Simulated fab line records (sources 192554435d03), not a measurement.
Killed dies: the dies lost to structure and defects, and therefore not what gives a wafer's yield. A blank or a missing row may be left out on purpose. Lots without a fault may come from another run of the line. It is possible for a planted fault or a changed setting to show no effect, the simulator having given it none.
What tool caused it? | flow n5 finfet | 21 lots with 63 wafers sampled at 5 steps, on a route of 1938 steps

== WHAT THE GAUGES SHOWED, per wafer ==
N5_BEOL_M2_CD_MEAS_28: target cd 26.2 nm, target cd y 24.1 nm.
lot  | measured     | on        | cd nm (nm)
L074 | day 6 12:23  | cd sem-01 | 26.66 26.19 26.34
L075 | day 6 17:49  | cd sem-03 | 26.22 26.30 25.99
L076 | day 6 19:22  | cd sem-03 | 26.57 26.05 26.44
L077 | day 7 03:10  | cd sem-01 | 26.36 25.68 25.86
L078 | day 7 14:55  | cd sem-02 | 25.68 25.83 25.72
L079 | day 7 15:40  | cd sem-02 | 26.29 26.24 26.23
L080 | day 8 03:13  | cd sem-02 | 26.03 26.40 26.10
L081 | day 8 08:21  | cd sem-03 | 26.13 26.17 25.81
L082 | day 8 15:25  | cd sem-01 | 26.10 26.06 26.21
L083 | day 8 21:50  | cd sem-03 | 26.09 25.87 25.97
L085 | day 9 05:25  | cd sem-02 | 26.21 25.93 25.99
L084 | day 9 07:47  | cd sem-01 | 25.69 26.19 26.03
L086 | day 9 21:16  | cd sem-03 | 26.03 25.88 25.87
L088 | day 10 04:17 | cd sem-03 | 26.10 25.88 25.92
L089 | day 10 06:35 | cd sem-01 | 26.25 26.03 26.27
L090 | day 10 11:34 | cd sem-01 | 26.49 26.23 26.15
L091 | day 11 08:05 | cd sem-02 | 26.55 25.89 26.21
L092 | day 11 09:04 | cd sem-02 | 26.67 26.09 26.33
L094 | day 11 14:41 | cd sem-02 | 26.84 27.00 25.72
L096 | day 13 02:14 | cd sem-01 | 26.33 26.29 26.16
L097 | day 13 06:43 | cd sem-02 | 26.40 26.29 25.85

== TOOL THAT RAN EACH LOT (tool first, then ch and the chambers of the sampled wafers, then the start) ==
lot  | N5_BEOL_M1_SPUTTER_92        | N5_BEOL_M1_CMP_52             | N5_BEOL_M2_ETCH_63                 | N5_BEOL_M2_STRIP_66
L074 | pvd sputter-02, day 6 08:44  | cmp-03 ch 0,1,3, day 6 09:44  | rie diel-02 ch 0,1,3, day 6 11:22  | rie diel-02 ch 0,1,3, day 6 11:32
L075 | pvd sputter-01, day 6 12:32  | cmp-02 ch 0,3, day 6 13:28    | rie diel-01 ch 1,2,3, day 6 16:52  | rie diel-01 ch 1,2,3, day 6 17:02
L076 | pvd sputter-01, day 6 15:34  | cmp-02 ch 0,2,3, day 6 16:40  | rie diel-02 ch 0,1,3, day 6 18:33  | rie diel-02 ch 0,1,3, day 6 18:43
L077 | pvd sputter-03, day 6 23:03  | cmp-02 ch 0,1,2, day 6 23:59  | rie diel-02 ch 0,2, day 7 02:20    | rie diel-02 ch 0,2, day 7 02:30
L078 | pvd sputter-01, day 7 09:30  | cmp-02 ch 0,1,2, day 7 10:26  | rie diel-04 ch 0,1,3, day 7 14:03  | rie diel-04 ch 0,1,3, day 7 14:13
L079 | pvd sputter-01, day 7 12:30  | cmp-03 ch 0,1,3, day 7 13:26  | rie diel-02 ch 0,2,3, day 7 14:58  | rie diel-02 ch 0,2,3, day 7 15:07
L080 | pvd sputter-02, day 7 23:42  | cmp-01 ch 0,1,2, day 8 00:39  | rie diel-04 ch 1,2,3, day 8 02:29  | rie diel-04 ch 1,2,3, day 8 02:40
L081 | pvd sputter-01, day 8 03:04  | cmp-03 ch 0,1,2, day 8 04:19  | rie diel-04 ch 2,3, day 8 07:31    | rie diel-04 ch 2,3, day 8 07:46
L082 | pvd sputter-02, day 8 09:47  | cmp-03 ch 0,2,3, day 8 12:20  | rie diel-01 ch 1,2,3, day 8 14:42  | rie diel-01 ch 1,2,3, day 8 14:52
L083 | pvd sputter-01, day 8 16:32  | cmp-01 ch 0,2,3, day 8 17:32  | rie diel-01 ch 0,1,2, day 8 20:49  | rie diel-01 ch 0,1,2, day 8 20:58
L085 | pvd sputter-02, day 8 23:06  | cmp-02 ch 1,3, day 9 01:39    | rie diel-01 ch 0,1,3, day 9 04:43  | rie diel-01 ch 0,1,3, day 9 04:53
L084 | pvd sputter-03, day 9 03:20  | cmp-02 ch 1,2,3, day 9 04:23  | rie diel-01 ch 0,1,3, day 9 07:00  | rie diel-01 ch 0,1,3, day 9 07:10
L086 | pvd sputter-02, day 9 16:08  | cmp-02 ch 1,3, day 9 17:47    | rie diel-02 ch 0,1,2, day 9 20:21  | rie diel-02 ch 0,1,2, day 9 20:31
L088 | pvd sputter-01, day 10 00:43 | cmp-02 ch 1,2, day 10 01:40   | rie diel-01 ch 0,1,3, day 10 03:35 | rie diel-01 ch 0,1,3, day 10 03:45
L089 | pvd sputter-03, day 10 02:15 | cmp-03 ch 1,2, day 10 03:11   | rie diel-02 ch 1,3, day 10 05:52   | rie diel-02 ch 1,3, day 10 06:02
L090 | pvd sputter-02, day 10 07:28 | cmp-03 ch 0,2,3, day 10 08:28 | rie diel-01 ch 2,3, day 10 10:44   | rie diel-01 ch 2,3, day 10 10:53
L091 | pvd sputter-02, day 11 03:23 | cmp-01 ch 1,2, day 11 04:27   | rie diel-04 ch 0,1,2, day 11 07:16 | rie diel-04 ch 0,1,2, day 11 07:25
L092 | pvd sputter-02, day 11 05:44 | cmp-01 ch 1,2, day 11 06:44   | rie diel-01 ch 0,2, day 11 08:22   | rie diel-01 ch 0,2, day 11 08:31
L094 | pvd sputter-01, day 11 11:19 | cmp-01 ch 0,1,2, day 11 12:15 | rie diel-04 ch 0,2,3, day 11 13:58 | rie diel-04 ch 0,2,3, day 11 14:08
L096 | pvd sputter-02, day 12 23:14 | cmp-01 ch 0,3, day 13 00:10   | rie diel-01 ch 1,2, day 13 01:32   | rie diel-01 ch 1,2, day 13 01:41
L097 | pvd sputter-01, day 13 02:34 | cmp-02 ch 0,1,3, day 13 03:30 | rie diel-02 ch 1,2,3, day 13 05:49 | rie diel-02 ch 1,2,3, day 13 05:59
- N5_BEOL_M1_SPUTTER_92: material Cu, target thk 4.5 nm, time 8.29 s.
- N5_BEOL_M1_CMP_52: polishes, stops on SiOC, t overpolish 6.8 s, target thk 40 nm.
- N5_BEOL_M2_ETCH_63: etches SiARC in CF4, target depth 15.6 nm, time 26 s.
- N5_BEOL_M2_STRIP_66: strips in CF4.

== WHAT THE TOOLS THEMSELVES READ (means of the sampled wafers that have a number; where no wafer has one, the mark that the record gives instead) ==
N5_BEOL_M1_SPUTTER_92.
lot  | tool           | chuck gas flow sccm (sccm) | susceptor temp C (C) | throttle valve pct (%)
L074 | pvd sputter-02 | 1.20                       | -20.03               | 29.7
L075 | pvd sputter-01 | 1.24                       | -19.99               | 29.5
L076 | pvd sputter-01 | 1.28                       | -20.04               | 29.2
L077 | pvd sputter-03 | 1.24                       | -19.93               | 29.2
L078 | pvd sputter-01 | 1.27                       | -19.98               | 29.2
L079 | pvd sputter-01 | 1.26                       | -20.01               | 28.8
L080 | pvd sputter-02 | 1.29                       | -19.97               | 30.1
L081 | pvd sputter-01 | 1.25                       | -20.01               | 29.1
L082 | pvd sputter-02 | 1.31                       | -20.05               | 30.3
L083 | pvd sputter-01 | 1.30                       | -20.14               | 28.6
L085 | pvd sputter-02 | 1.23                       | -20.09               | 30.6
L084 | pvd sputter-03 | 1.27                       | -20.02               | 28.9
L086 | pvd sputter-02 | 1.31                       | -20.04               | 29.3
L088 | pvd sputter-01 | 1.29                       | -19.98               | 29.1
L089 | pvd sputter-03 | 1.25                       | -19.97               | 28.9
L090 | pvd sputter-02 | 1.27                       | -20.04               | 30.2
L091 | pvd sputter-02 | 1.32                       | -20.04               | 30.6
L092 | pvd sputter-02 | 1.27                       | -20.00               | 30.6
L094 | pvd sputter-01 | 1.28                       | -19.93               | 29.0
L096 | pvd sputter-02 | 1.27                       | -20.02               | 29.8
L097 | pvd sputter-01 | 1.24                       | -20.01               | 28.9

N5_BEOL_M1_CMP_52.
lot  | tool   | barrier field endpoint s (s) | motor current A (A) | overpolish run s (s) | time to endpoint s (s)
L074 | cmp-03 | 25.1                         | 5.6                 | 6.795                | 63
L075 | cmp-02 | 24.9                         | 6.3                 | 6.799                | 61
L076 | cmp-02 | 25.4                         | 5.8                 | 6.799                | 62
L077 | cmp-02 | 26.0                         | 6.1                 | 6.806                | 67
L078 | cmp-02 | 26.1                         | 5.9                 | 6.804                | 66
L079 | cmp-03 | 25.1                         | 5.7                 | 6.801                | 65
L080 | cmp-01 | 24.5                         | 6.7                 | 6.800                | 59
L081 | cmp-03 | 26.2                         | 5.9                 | 6.801                | 63
L082 | cmp-03 | 24.9                         | 5.6                 | 6.801                | 60
L083 | cmp-01 | 25.1                         | 7.2                 | 6.790                | 61
L085 | cmp-02 | 25.1                         | 6.4                 | 6.801                | 64
L084 | cmp-02 | 25.1                         | 5.6                 | 6.799                | 64
L086 | cmp-02 | 25.8                         | 6.3                 | 6.800                | 69
L088 | cmp-02 | 25.1                         | 5.5                 | 6.800                | 62
L089 | cmp-03 | 25.8                         | 6.4                 | 6.811                | 67
L090 | cmp-03 | 24.5                         | 5.7                 | 6.803                | 59
L091 | cmp-01 | 25.4                         | 6.9                 | 6.802                | 64
L092 | cmp-01 | 24.7                         | 6.7                 | 6.798                | 62
L094 | cmp-01 | 24.9                         | 6.7                 | 6.807                | 62
L096 | cmp-01 | 24.3                         | 6.9                 | 6.808                | 59
L097 | cmp-02 | 24.1                         | 6.4                 | 6.808                | 59

N5_BEOL_M2_ETCH_63.
lot  | tool        | bias w (W) | drypump motor current A (A) | etch rf on time s (s) | oes product au (a.u.) | rf vpp V (V) | showerhead plenum p Torr (Torr) | throttle valve pct (%)
L074 | rie diel-02 | 35.88      | 5.9                         | 25.8                  | 0.73                  | 183.4        | 2.10                            | 15.49
L075 | rie diel-01 | 35.99      | 5.3                         | 26.3                  | 0.68                  | 184.1        | 2.18                            | 15.33
L076 | rie diel-02 | 35.95      | 5.9                         | 26.1                  | 0.72                  | 183.5        | 2.10                            | 15.50
L077 | rie diel-02 | 36.13      | 6.2                         | 25.5                  | 0.81                  | 184.0        | 2.11                            | 15.49
L078 | rie diel-04 | 35.98      | 5.5                         | 25.9                  | 0.66                  | 185.8        | 2.20                            | 15.76
L079 | rie diel-02 | 36.12      | 6.1                         | 26.3                  | 0.72                  | 184.8        | 2.11                            | 15.52
L080 | rie diel-04 | 35.97      | 5.3                         | 25.2                  | 0.71                  | 185.1        | 2.22                            | 15.48
L081 | rie diel-04 | 36.09      | 5.4                         | 24.8                  | 0.65                  | 185.1        | 2.20                            | 15.67
L082 | rie diel-01 | 35.93      | 5.3                         | 25.9                  | 0.74                  | 184.7        | 2.17                            | 15.21
L083 | rie diel-01 | 35.97      | 5.6                         | 26.0                  | 0.72                  | 185.5        | 2.19                            | 15.36
L085 | rie diel-01 | 36.07      | 5.3                         | 26.4                  | 0.68                  | 184.7        | 2.18                            | 15.27
L084 | rie diel-01 | 35.90      | 5.3                         | 26.4                  | 0.68                  | 184.4        | 2.18                            | 15.28
L086 | rie diel-02 | 35.96      | 5.9                         | 25.9                  | 0.73                  | 183.4        | 2.09                            | 15.34
L088 | rie diel-01 | 35.99      | 5.3                         | 25.9                  | 0.68                  | 184.2        | 2.18                            | 15.29
L089 | rie diel-02 | 35.88      | 5.6                         | 26.5                  | 0.64                  | 183.4        | 2.08                            | 15.37
L090 | rie diel-01 | 35.90      | 5.3                         | 25.3                  | 0.72                  | 183.9        | 2.17                            | 15.37
L091 | rie diel-04 | 35.97      | 5.3                         | 26.2                  | 0.73                  | 183.4        | 2.18                            | 15.41
L092 | rie diel-01 | 36.05      | 5.6                         | 25.9                  | 0.65                  | 185.0        | 2.20                            | 15.59
L094 | rie diel-04 | 36.02      | 5.5                         | 25.4                  | 0.75                  | 183.6        | 2.15                            | 15.43
L096 | rie diel-01 | 35.81      | 5.6                         | 26.1                  | 0.71                  | 183.9        | 2.17                            | 15.39
L097 | rie diel-02 | 36.02      | 5.9                         | 27.1                  | 0.63                  | 184.1        | 2.09                            | 15.42

N5_BEOL_M2_STRIP_66.
lot  | tool        | drypump motor current A (A) | oes product au (a.u.) | rf vpp V (V) | showerhead plenum p Torr (Torr) | throttle valve pct (%)
L074 | rie diel-02 | 5.9                         | 0.83                  | 271.0        | 1.76                            | 13.46
L075 | rie diel-01 | 5.3                         | 0.79                  | 272.2        | 1.82                            | 13.30
L076 | rie diel-02 | 5.9                         | 0.83                  | 270.7        | 1.76                            | 13.48
L077 | rie diel-02 | 6.2                         | 0.92                  | 270.3        | 1.77                            | 13.45
L078 | rie diel-04 | 5.5                         | 0.76                  | 272.0        | 1.84                            | 13.75
L079 | rie diel-02 | 6.1                         | 0.84                  | 270.8        | 1.77                            | 13.49
L080 | rie diel-04 | 5.2                         | 0.81                  | 273.5        | 1.85                            | 13.42
L081 | rie diel-04 | 5.4                         | 0.73                  | 271.4        | 1.82                            | 13.60
L082 | rie diel-01 | 5.3                         | 0.86                  | 271.8        | 1.81                            | 13.14
L083 | rie diel-01 | 5.6                         | 0.83                  | 271.9        | 1.84                            | 13.32
L085 | rie diel-01 | 5.3                         | 0.80                  | 272.1        | 1.82                            | 13.25
L084 | rie diel-01 | 5.3                         | 0.79                  | 271.9        | 1.82                            | 13.25
L086 | rie diel-02 | 5.9                         | 0.84                  | 270.7        | 1.76                            | 13.34
L088 | rie diel-01 | 5.3                         | 0.78                  | 271.5        | 1.82                            | 13.27
L089 | rie diel-02 | 5.6                         | 0.76                  | 270.3        | 1.74                            | 13.35
L090 | rie diel-01 | 5.3                         | 0.82                  | 271.7        | 1.81                            | 13.29
L091 | rie diel-04 | 5.3                         | 0.85                  | 271.7        | 1.83                            | 13.37
L092 | rie diel-01 | 5.6                         | 0.75                  | 271.5        | 1.84                            | 13.57
L094 | rie diel-04 | 5.5                         | 0.87                  | 271.7        | 1.80                            | 13.36
L096 | rie diel-01 | 5.5                         | 0.82                  | 271.7        | 1.81                            | 13.30
L097 | rie diel-02 | 5.9                         | 0.76                  | 270.8        | 1.75                            | 13.41

== THE ANSWER, worked out from the rows above alone ==
Rule: what is usual is taken from the lots themselves. Put in order of their means at a reading, lots are off if they are a third of the lots or fewer, leave a main group of 4 or more, and stand apart from it by a gap of 3 or more times the standard deviation of the main group's means; of several such gaps the widest counts. The tables above print the reading to a certain number of digits; a main group whose means all agree to those digits is not used. Also off: a lot with no number at a reading for which 4 or more lots have one. The other lots that the step has rows for count as sound. The gauges are gone through in route order, then the tools' own readings, and for those a lot's mean is taken as printed above. The first step at which some lot is off is used, and at that step the reading that is off furthest; a lot without a number counts as furthest.
Across all readings shown, no lot is off: no conclusion can be drawn from this.

== WHAT WAS PUT IN BY THE SIMULATOR ==
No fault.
